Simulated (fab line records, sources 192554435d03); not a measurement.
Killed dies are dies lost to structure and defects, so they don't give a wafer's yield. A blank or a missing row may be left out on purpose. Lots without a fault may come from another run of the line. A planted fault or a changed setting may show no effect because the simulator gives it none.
fab line records | flow n5_finfet | part 1 of 2: steps 1 to 27 of 33
record lots=5 wafers=15 last_day=17
route steps=1938 shown BEOL_M8@1391 BEOL_M9@1401
lots that met no fault: from a run of the same line without faults
start_h: hours from the record's first day to the start of the lot's first wafer shown | wait_h: hours since the lot's step before | " the same as in the row above | L1.1+2: a row that stands for several wafers | - no value, or no start given | * or withheld: withheld | < > ~ a bound
route shown NAME@n: a module of which the file shows steps, and the number in the route of the first | usual: mean/standard deviation of fault-free wafers | same: alike in all rows | chamber/n: place in a boat | sites: the reading at each site | _std_site: their standard deviation | _edge_site: outer sites' mean less inner sites' | radius_mm: how far each site lies from the wafer's centre | mask NAME#n: copy n | behind: the tool/chamber that last shaped the wafer | hold: why the lot was held/for how many hours/how that ended | device: the transistor (n, p or np) that didn't switch | end of line: the same wafers' tests at the end of the route | a step without rows: its recipe alone | killed: dies lost to structure and defects at the first sort, not the wafer's yield | map: a wafer's dies, x killed, . not, _ none there
set.NAME: the setting as run; set.NAME@STEP: as run at that earlier step | model.NAME: the simulator's own value behind a step, which no gauge read
lots at some steps of the route; a table a step, a row a wafer
services: from which hour (start_h, from the record's first day; less than 0 if before it) a tool's chamber was out of use, for how many hours, and why
## steps
# step N5_BEOL_M8_CVD_78
# recipe material=Co target_thk_a=20 temp_c=withheld precursor=CCTBA/H2 pressure_torr=30 time_s=142.3
# columns lot.wafer tool chamber start_h wait_h
L075.2+3+5 cvd_co-01 2,0,1 226.18 0.3
L084.4+5+6 cvd_co-02 0,1,2 282.70 0.1
L091.2+4+5 cvd_co-02 2,0,1 326.93 0.2
L093.1+2+6 cvd_co-01 1,0,0 335.75 0.1
L096.3+4+5 cvd_co-01 1,0,1 335.96 0.2
# step N5_BEOL_M8_SPUTTER_48
# recipe material=Cu target_thk_a=100 temp_c=-20 bias_v=60 power_w=26000 chamber_pressure_pa=0.13 time_s=1.667
# usual throttle_valve_pct=29.6/1.1
# columns lot.wafer tool chamber start_h wait_h throttle_valve_pct
L075.2 pvd_sputter-02 - 226.30 0.1 28.8
L075.3 " - " " 28.7
L075.5 " - " " 29.8
L084.4 pvd_sputter-01 - 282.84 0.1 30.9
L084.5 " - " " 27.6
L084.6 " - " " 29.5
L091.2 pvd_sputter-02 - 328.58 1.6 29.0
L091.4 " - " " 30.3
L091.5 " - " " 29.1
L093.1 pvd_sputter-01 - 335.91 0.1 31.1
L093.2 " - " " 29.2
L093.6 " - " " 27.8
L096.3 pvd_sputter-01 - 336.07 0.1 27.6
L096.4 " - " " 31.0
L096.5 " - " " 27.7
# step N5_BEOL_M8_ECD_50
# recipe material=Cu target_thk_a=3000
# columns lot.wafer tool chamber start_h wait_h
L075.2+3+5 ecd_cu-02 1 226.41 0.1
L084.4+5+6 ecd_cu-01 1,1,0 282.99 0.1
L091.2+4+5 ecd_cu-02 0,1,1 328.69 0.1
L093.1+2+6 ecd_cu-02 1,0,1 336.03 0.1
L096.3+4+5 ecd_cu-01 1,0,0 336.21 0.1
# step N5_BEOL_M8_ANNEAL_51
# recipe temp_c=225 time_s=90 ambient=N2
# usual wafer_temp_C_max=226.2/0.49
# columns lot.wafer tool chamber start_h wait_h wafer_temp_C_max
L075.2 rtp_anneal-02 0 227.08 0.6 226.6
L075.3 " 0 " " 226.6
L075.5 " 0 " " 226.3
L084.4 rtp_anneal-02 0 283.56 0.5 226.2
L084.5 " 0 " " 225.8
L084.6 " 0 " " 226.4
L091.2 rtp_anneal-02 0 328.83 0.1 226.6
L091.4 " 0 " " 226.5
L091.5 " 0 " " 226.6
L093.1 rtp_anneal-01 0 336.21 0.2 225.6
L093.2 " 0 " " 226.0
L093.6 " 0 " " 225.9
L096.3 rtp_anneal-02 0 336.58 0.3 226.3
L096.4 " 0 " " 226.4
L096.5 " 0 " " 226.7
# step N5_BEOL_M8_CMP_52
# recipe stop_on=SiCOH_lowk t_overpolish_s=6.9 down_force_psi=1 platen_rpm=50 clearing_platen_down_force_psi=1.5 clearing_platen_rpm=50 post_cmp_clean=cu_alkaline target_thk_nm=80 clearing_platen_pad_velocity_m_s=0.99484 pad_velocity_m_s=0.99484
# usual barrier_field_endpoint_s=29.1/1.1 motor_current_A=6.0/0.61 overpolish_run_s=6.901/0.0095 time_to_endpoint_s=61/5.1
# columns lot.wafer tool chamber start_h wait_h barrier_field_endpoint_s motor_current_A overpolish_run_s time_to_endpoint_s
L075.2 cmp-02 3 227.39 0.3 29.5 5.5 6.906 66
L075.3 " 2 " " 31.0 5.9 6.917 70
L075.5 " 0 " " 28.5 7.0 6.900 61
L084.4 cmp-04 3 283.85 0.2 28.8 6.2 6.889 62
L084.5 " 0 " " 31.2 6.3 6.903 74
L084.6 " 1 " " 28.9 6.9 6.875 58
L091.4 cmp-01 1 329.09 0.1 30.6 5.4 6.912 64
L091.2 " 2 " " 28.8 6.3 6.903 63
L091.5 " 1 " " 30.0 5.4 6.905 64
L093.2 cmp-04 3 336.54 0.2 29.7 6.3 6.903 58
L093.1 " 1 " " 28.7 7.1 6.890 59
L093.6 " 2 " " 29.3 5.2 6.904 58
L096.3 cmp-04 1 336.82 0.2 28.0 7.3 6.896 63
L096.4 " 2 " " 29.1 5.4 6.893 59
L096.5 " 0 " " 31.9 5.9 6.913 73
# step N5_BEOL_M8_THK_MEAS_53
# recipe thk_meas_gauge=xrf reads=Cu_of_BEOL_M8_ECD_50
# usual M8_THK=79.5/2.5
# columns lot.wafer tool chamber start_h wait_h M8_THK[nm]
L075.2 film_metro-01 - 227.68 - 80.8
L075.3 " - " " 77.2
L075.5 " - " " 78.6
L084.4 film_metro-01 - 284.03 - 78.6
L084.5 " - " " 82.7
L084.6 " - " " 82.5
L091.2 film_metro-01 - 329.39 - 79.2
L091.4 " - " " 81.2
L091.5 " - " " 81.5
L093.1 film_metro-02 - 336.80 - 79.1
L093.2 " - " " 77.2
L093.6 " - " " 80.5
L096.3 film_metro-01 - 337.08 - 79.1
L096.4 " - " " 73.6
L096.5 " - " " 83.7
# step N5_BEOL_M8_PRE_CLEAN_55
# recipe gas=NH3 time_s=15 temp_c=withheld rf_power_w=300
# columns lot.wafer tool chamber start_h wait_h
L075.2+3+5 pecvd-03 2,1,1 227.72 0.0
L084.4+5+6 pecvd-02 0,1,2 284.08 0.0
L091.2+4+5 pecvd-02 0,0,1 329.43 0.0
L093.1+2+6 pecvd-01 1,2,0 336.84 0.0
L096.3+4+5 pecvd-02 0,0,1 337.12 0.0
# step N5_BEOL_M8_DEP_56
# recipe material=SiCN target_thk_a=100 temp_c=withheld precursor=3MS/NH3 pressure_torr=3 rf_w=202 time_s=17.5
# usual showerhead_plenum_p_Torr=3.659/0.0095 throttle_valve_pct=8.6/0.59
# columns lot.wafer tool chamber start_h wait_h showerhead_plenum_p_Torr throttle_valve_pct
L075.2 pecvd-03 2 227.74 0.0 3.659 8.1
L075.3 " 1 " " 3.662 9.8
L075.5 " 1 " " 3.667 9.8
L084.4 pecvd-02 0 284.11 0.0 3.652 8.5
L084.5 " 1 " " 3.653 8.6
L084.6 " 2 " " 3.654 7.8
L091.2 pecvd-02 0 329.45 0.0 3.645 8.5
L091.4 " 0 " " 3.645 8.4
L091.5 " 1 " " 3.649 8.7
L093.1 pecvd-01 1 336.86 0.0 3.661 9.3
L093.2 " 2 " " 3.673 9.1
L093.6 " 0 " " 3.671 8.8
L096.3 pecvd-02 0 337.14 0.0 3.642 8.3
L096.4 " 0 " " 3.643 8.5
L096.5 " 1 " " 3.658 8.4
# step N5_BEOL_M8_RS_MEAS_57
# recipe thk_meas_gauge=four-point-probe reads=Cu_of_BEOL_M8_ECD_50+Co_of_BEOL_M8_CVD_78+TaN_of_BEOL_M8_ALD_77
# usual M8_RS=0.288/0.01
# columns lot.wafer tool chamber start_h wait_h M8_RS[ohm/sq]
L075.2 film_metro-02 - 227.81 0.1 0.281
L075.3 " - " " 0.296
L075.5 " - " " 0.290
L084.4 film_metro-01 - 284.16 0.0 0.295
L084.5 " - " " 0.279
L084.6 " - " " 0.278
L091.2 film_metro-02 - 329.53 0.1 0.287
L091.4 " - " " 0.277
L091.5 " - " " 0.276
L093.1 film_metro-02 - 336.93 0.1 0.288
L093.2 " - " " 0.296
L093.6 " - " " 0.282
L096.3 film_metro-01 - 337.21 0.1 0.284
L096.4 " - " " 0.308
L096.5 " - " " 0.266
# step N5_BEOL_M8_INSPECT_58
# recipe inspect_instrument=darkfield mode=post_dep
# usual raw_defect_count=68/22
# columns lot.wafer tool chamber start_h wait_h raw_defect_count
L075.2 defect_inspect-02 - 227.84 0.0 66
L075.3 " - " " 53
L075.5 " - " " 40
L084.4 defect_inspect-02 - 284.19 0.0 73
L084.5 " - " " 54
L084.6 " - " " 92
L091.2 defect_inspect-01 - 329.56 0.0 55
L091.4 " - " " 45
L091.5 " - " " 81
L093.1 defect_inspect-02 - 336.96 0.0 54
L093.2 " - " " 86
L093.6 " - " " 85
L096.3 defect_inspect-01 - 337.24 0.0 26
L096.4 " - " " 37
L096.5 " - " " 55
# step N5_BEOL_M9_ILD_DEP_00
# recipe material=SiCOH_lowk target_thk_a=3085.1 temp_c=300 precursor=DEMS/porogen pressure_torr=5 rf_w=500 time_s=58
# usual heater_power_w=301/63 showerhead_plenum_p_Torr=5.734/0.012 throttle_valve_pct=13.5/0.69
# columns lot.wafer tool chamber start_h wait_h heater_power_w showerhead_plenum_p_Torr throttle_valve_pct
L075.2 pecvd-04 2 227.87 0.0 359 5.724 13.6
L075.3 " 1 " " 274 5.717 13.8
L075.5 " 1 " " 279 5.727 13.9
L084.4 pecvd-02 2 284.25 0.1 369 5.731 11.8
L084.5 " 0 " " 262 5.716 12.8
L084.6 " 1 " " 281 5.728 13.0
L091.2 pecvd-02 0 329.60 0.0 260 5.726 12.7
L091.4 " 0 " " 259 5.710 12.9
L091.5 " 1 " " 249 5.737 13.3
L093.1 pecvd-02 2 337.00 0.0 355 5.722 11.9
L093.2 " 1 " " 253 5.720 13.2
L093.6 " 1 " " 259 5.721 13.1
L096.3 pecvd-01 2 337.27 0.0 231 5.741 14.1
L096.4 " 2 " " 237 5.753 13.6
L096.5 " 1 " " 424 5.725 14.5
# step N5_BEOL_M9_CURE_71
# recipe temp_c=385 time_s=240 ambient=He/Ar material=SiCOH_lowk
# usual lamp_power_pct=52.32/0.051 wafer_temp_C_max=386.6/0.63
# columns lot.wafer tool chamber start_h wait_h lamp_power_pct wafer_temp_C_max
L075.2 uv_cure-03 2 228.03 0.1 52.31 388.1
L075.3 " 2 " " 52.27 387.5
L075.5 " 2 " " 52.39 386.9
L084.4 uv_cure-02 2 284.54 0.3 52.35 386.2
L084.5 " 2 " " 52.21 386.3
L084.6 " 2 " " 52.28 386.1
L091.2 uv_cure-02 1 329.75 0.1 52.32 386.2
L091.4 " 1 " " 52.36 385.9
L091.5 " 1 " " 52.31 386.3
L093.1 uv_cure-01 0 337.09 0.1 52.34 386.4
L093.2 " 0 " " 52.34 386.8
L093.6 " 0 " " 52.37 386.4
L096.3 uv_cure-02 0 337.51 0.2 52.30 386.5
L096.4 " 0 " " 52.30 386.4
L096.5 " 0 " " 52.36 386.4
# step N5_BEOL_M9_THK_MEAS_01
# recipe reads=SiCOH_lowk_of_BEOL_M9_ILD_DEP_00
# usual M9_ILD_THK=269/3.8
# columns lot.wafer tool chamber start_h wait_h M9_ILD_THK[nm]
L075.2 film_metro-01 - 228.47 0.4 266
L075.3 " - " " 261
L075.5 " - " " 263
L084.4 film_metro-01 - 284.82 0.2 276
L084.5 " - " " 270
L084.6 " - " " 270
L091.2 film_metro-01 - 330.19 0.4 264
L091.4 " - " " 269
L091.5 " - " " 271
L093.1 film_metro-01 - 337.60 0.4 271
L093.2 " - " " 268
L093.6 " - " " 269
L096.3 film_metro-01 - 337.87 0.3 265
L096.4 " - " " 270
L096.5 " - " " 272
# step N5_BEOL_M9_PECVD_70
# recipe material=SiO2 target_thk_a=200 temp_c=400 precursor=TEOS/O2 pressure_torr=5.5 rf_w=450 teos_flow_sccm=53.8 gas=O2 flow_sccm=3000 time_s=22.7
# usual heater_power_w=695/120 showerhead_plenum_p_Torr=8.76/0.044 throttle_valve_pct=21.9/1
# columns lot.wafer tool chamber start_h wait_h heater_power_w showerhead_plenum_p_Torr throttle_valve_pct
L075.2 pecvd-04 1 228.50 0.0 615 8.70 22.5
L075.3 " 0 " " 610 8.80 22.2
L075.5 " 0 " " 611 8.80 22.0
L084.4 pecvd-01 2 284.87 0.1 544 8.79 22.5
L084.5 " 0 " " 596 8.82 21.2
L084.6 " 1 " " 850 8.76 23.3
L091.2 pecvd-02 0 330.22 0.0 714 8.69 20.9
L091.4 " 2 " " 841 8.70 19.1
L091.5 " 1 " " 681 8.76 21.4
L093.1 pecvd-01 1 337.64 0.0 871 8.74 23.5
L093.2 " 2 " " 539 8.81 22.5
L093.6 " 2 " " 548 8.81 22.2
L096.3 pecvd-01 0 337.90 0.0 572 8.81 21.4
L096.4 " 1 " " 973 8.75 23.5
L096.5 " 2 " " 565 8.81 22.3
# step N5_BEOL_M9_HM_DEP_02
# recipe material=TiN target_thk_a=200 temp_c=25 chamber_pressure_pa=0.49996
# usual throttle_valve_pct=29.6/1
# columns lot.wafer tool chamber start_h wait_h throttle_valve_pct
L075.2 pvd_sputter-01 - 228.90 0.4 30.7
L075.3 " - " " 31.4
L075.5 " - " " 27.6
L084.4 pvd_sputter-03 - 285.32 0.4 30.7
L084.5 " - " " 30.1
L084.6 " - " " 30.8
L091.2 pvd_sputter-02 - 330.28 0.0 30.3
L091.4 " - " " 28.5
L091.5 " - " " 28.5
L093.1 pvd_sputter-03 - 339.25 1.6 28.5
L093.2 " - " " 29.8
L093.6 " - " " 29.5
L096.3 pvd_sputter-03 - 339.73 1.8 28.8
L096.4 " - " " 29.9
L096.5 " - " " 28.7
# step N5_BEOL_M9_COAT_59
# recipe resist=SOC temp_c=250 time_s=60 spin_rpm=1500 resist_thk_nm=100
# columns lot.wafer tool chamber start_h wait_h
L075.2+3+5 litho_track-03 0 229.03 0.1
L084.4+5+6 litho_track-03 0 285.45 0.1
L091.2+4+5 litho_track-02 0 330.41 0.1
L093.1+2+6 litho_track-02 0 339.37 0.1
L096.3+4+5 litho_track-04 0 339.85 0.1
# step N5_BEOL_M9_COAT_60
# recipe resist=SiARC temp_c=220 time_s=60 spin_rpm=1500 resist_thk_nm=30
# columns lot.wafer tool chamber start_h wait_h
L075.2+3+5 litho_track-03 0 - -
L084.4+5+6 litho_track-03 0 - -
L091.2+4+5 litho_track-02 0 - -
L093.1+2+6 litho_track-02 0 - -
L096.3+4+5 litho_track-04 0 - -
# step N5_BEOL_M9_COAT_05
# recipe resist=CAR-ArF spin_rpm=1500 resist_thk_nm=90
# columns lot.wafer tool chamber start_h wait_h
L075.2+3+5 litho_track-03 0 - -
L084.4+5+6 litho_track-03 0 - -
L091.2+4+5 litho_track-02 0 - -
L093.1+2+6 litho_track-02 0 - -
L096.3+4+5 litho_track-04 0 - -
# step N5_BEOL_M9_EBR_07
# recipe solvent=PGMEA ebr_width_mm=1.5
# columns lot.wafer tool chamber start_h wait_h
L075.2+3+5 litho_track-03 0 - -
L084.4+5+6 litho_track-03 0 - -
L091.2+4+5 litho_track-02 0 - -
L093.1+2+6 litho_track-02 0 - -
L096.3+4+5 litho_track-04 0 - -
# step N5_BEOL_M9_SOFTBAKE_06
# recipe temp_c=110 time_s=60 resist=CAR-ArF
# columns lot.wafer tool chamber start_h wait_h
L075.2+3+5 litho_track-03 0 - -
L084.4+5+6 litho_track-03 0 - -
L091.2+4+5 litho_track-02 0 - -
L093.1+2+6 litho_track-02 0 - -
L096.3+4+5 litho_track-04 0 - -
# step N5_BEOL_M9_EXPOSE_08
# recipe mask_id=M9 na=1.35 source_shape=dipole sigma_inner=0.411 sigma_outer=0.611 polarization=te dose_mj=53.75
# columns lot.wafer tool chamber start_h wait_h mask
L075.2+3+5 arfi_scanner-02 0 229.28 - M9#0
L084.4+5+6 arfi_scanner-03 0 285.73 - M9#0
L091.2+4+5 arfi_scanner-02 0 330.66 - M9#0
L093.1+2+6 arfi_scanner-02 0 339.49 - M9#0
L096.3+4+5 arfi_scanner-03 0 340.11 - M9#0
# step N5_BEOL_M9_PEB_09
# recipe peb_temp_c=withheld peb_time_s=60 resist=CAR-ArF
# columns lot.wafer tool chamber start_h wait_h
L075.2+3+5 litho_track-04 0 229.34 0.1
L084.4+5+6 litho_track-02 0 285.77 0.0
L091.2+4+5 litho_track-04 0 330.71 0.0
L093.1+2+6 litho_track-02 0 339.55 0.1
L096.3+4+5 litho_track-02 0 340.16 0.0
# step N5_BEOL_M9_DEVELOP_10
# recipe develop_time_s=30 developer=TMAH resist=CAR-ArF rinse_liquid=diw dry=air_spin dev_temp_c=23
# columns lot.wafer tool chamber start_h wait_h
L075.2+3+5 litho_track-04 0 - -
L084.4+5+6 litho_track-02 0 - -
L091.2+4+5 litho_track-04 0 - -
L093.1+2+6 litho_track-02 0 - -
L096.3+4+5 litho_track-02 0 - -
# step N5_BEOL_M9_CD_MEAS_11
# recipe target_cd_nm=64.1 landing_energy_ev=500 detector=se_inlens polarity=opening
# usual cd_nm=64.6/0.6
# columns lot.wafer tool chamber start_h wait_h cd_nm
L075.2 cd_sem-02 0 229.41 - 64.6
L075.3 " 0 " " 64.6
L075.5 " 0 " " 64.3
L084.4 cd_sem-03 0 285.84 - 65.1
L084.5 " 0 " " 65.7
L084.6 " 0 " " 64.3
L091.2 cd_sem-02 0 330.78 - 65.1
L091.4 " 0 " " 64.6
L091.5 " 0 " " 64.3
L093.1 cd_sem-02 0 339.62 - 63.8
L093.2 " 0 " " 64.8
L093.6 " 0 " " 64.7
L096.3 cd_sem-02 0 340.23 - 65.0
L096.4 " 0 " " 64.3
L096.5 " 0 " " 64.1
# step N5_BEOL_M9_OVL_MEAS_12
# recipe points_per_wafer=44
# usual M9_OVL=0.0/0.73
# columns lot.wafer tool chamber start_h wait_h M9_OVL[nm]
L075.2 overlay-02 0 229.44 0.0 -1.1
L075.3 " 0 " " -0.1
L075.5 " 0 " " -1.5
L084.4 overlay-02 0 285.87 0.0 -0.5
L084.5 " 0 " " -1.1
L084.6 " 0 " " 0.0
L091.2 overlay-02 0 330.81 0.0 -0.7
L091.4 " 0 " " -1.4
L091.5 " 0 " " -0.1
L093.1 overlay-01 0 339.65 0.0 -0.3
L093.2 " 0 " " -0.1
L093.6 " 0 " " -0.5
L096.3 overlay-02 0 340.26 0.0 -1.4
L096.4 " 0 " " -0.2
L096.5 " 0 " " -1.4
# step N5_BEOL_M9_INSPECT_13
# recipe mode=adi inspect_instrument=brightfield
# usual raw_defect_count=418/94
# columns lot.wafer tool chamber start_h wait_h raw_defect_count
L075.2 defect_inspect-01 - 229.46 0.0 350
L075.3 " - " " 304
L075.5 " - " " 328
L084.4 defect_inspect-02 - 285.89 0.0 492
L084.5 " - " " 473
L084.6 " - " " 734
L091.2 defect_inspect-02 - 330.83 0.0 374
L091.4 " - " " 454
L091.5 " - " " 462
L093.1 defect_inspect-02 - 339.67 0.0 482
L093.2 " - " " 503
L093.6 " - " " 587
L096.3 defect_inspect-01 - 340.28 0.0 295
L096.4 " - " " 390
L096.5 " - " " 452
# step N5_BEOL_M9_DESCUM_16
# recipe chemistry=O2 time_s=7.9 source_power_w=50 bias_power_w=20 pressure_mtorr=20 rf_frequency_hz=2.712e+07 temp_c=40 resist=CAR-ArF o2_flow_sccm=225
# usual drypump_motor_current_A=5.7/0.41 oes_product_au=0.76/0.081 rf_vpp_V=242.6/1.3 showerhead_plenum_p_Torr=2.07/0.072 throttle_valve_pct=20.57/0.28
# columns lot.wafer tool chamber start_h wait_h drypump_motor_current_A oes_product_au rf_hours_counter_h rf_vpp_V showerhead_plenum_p_Torr throttle_valve_pct
L075.2 rie_diel-03 1 230.83 1.4 5.1 0.65 244 242.6 2.05 20.83
L075.3 " 2 " " 5.9 0.95 13 240.6 2.06 20.62
L075.5 " 3 " " 5.2 0.74 - 242.1 1.99 20.56
L084.4 rie_diel-03 0 286.05 0.2 5.4 0.70 225 244.1 2.18 20.89
L084.5 " 2 " " 5.9 0.90 - 242.5 2.05 20.64
L084.6 " 3 " " 5.2 0.73 - 241.5 1.99 20.58
L091.2 rie_diel-01 2 330.87 0.0 6.1 0.70 202 244.0 2.16 20.21
L091.4 " 1 " " 5.3 0.73 200 241.7 1.96 20.50
L091.5 " 3 " " 6.1 0.68 - 241.7 1.99 21.17
L093.1 rie_diel-01 2 340.17 0.5 6.1 0.71 206 242.1 2.16 20.23
L093.2 " 0 " " 6.4 0.69 223 243.5 2.08 20.43
L093.6 " 0 " " 6.4 0.69 - 243.0 2.08 20.43
L096.3 rie_diel-01 1 340.42 0.1 5.3 0.73 203 240.0 1.96 20.51
L096.4 " 0 " " 6.4 0.69 224 242.4 2.08 20.43
L096.5 " 2 " " 6.1 0.71 - 242.1 2.16 20.22
